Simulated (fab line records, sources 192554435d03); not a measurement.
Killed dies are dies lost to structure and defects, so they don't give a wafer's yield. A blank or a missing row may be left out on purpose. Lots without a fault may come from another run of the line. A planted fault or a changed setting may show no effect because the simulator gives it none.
Chamber matching | flow n5_finfet | N5_BEOL_M5_STRIP_64 on rie_diel-02: 4 sister chambers
The step strips in CF4. 4 wafers are shown with their chamber, then 9 later ones without.

WAFERS WITH THEIR CHAMBER
wafer  | chamber | showerhead_plenum_p_Torr (Torr)
L084.2 | 1       | 1.77
L085.2 | 2       | 1.90
L087.3 | 3       | 1.75
L087.6 | 0       | 1.77

WAFERS WITHOUT THEIR CHAMBER
wafer  | showerhead_plenum_p_Torr (Torr)
L089.2 | 1.77
L089.5 | 1.77
L089.6 | 1.77
L090.1 | 1.77
L090.3 | 1.77
L090.4 | 1.74
L096.1 | 1.74
L096.2 | 1.77
L096.4 | 1.76

WHICH CHAMBER EACH WENT THROUGH
wafer  | from the rows above          | in truth
L089.2 | can't be placed: 0 or 1      | 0
L089.5 | can't be placed: 0 or 1      | 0
L089.6 | can't be placed: 0 or 1      | 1
L090.1 | can't be placed: 0 or 1      | 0
L090.3 | can't be placed: 0 or 1      | 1
L090.4 | 3                            | 3
L096.1 | 3                            | 3
L096.2 | can't be placed: 0 or 1      | 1
L096.4 | can't be placed: 0 or 1 or 3 | 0
Placed correctly: 2 of 9. Can't be placed from these rows: 7 (the true chamber is among the candidates in 7). Placed wrongly: 0.
How it was worked out, from the rows above alone: a wafer's distance from a chamber is the root of the sum, over the readings, of the square of ((its reading less the chamber's mean) divided by the reading's scatter). The wafer belongs to the nearest chamber; if the next one is less than 2 further off, it can't be placed. A chamber's mean is the mean of its shown wafers. The scatter: with one shown wafer a chamber, the root of the mean of the squares of how far each hidden wafer lies from its nearest shown one.
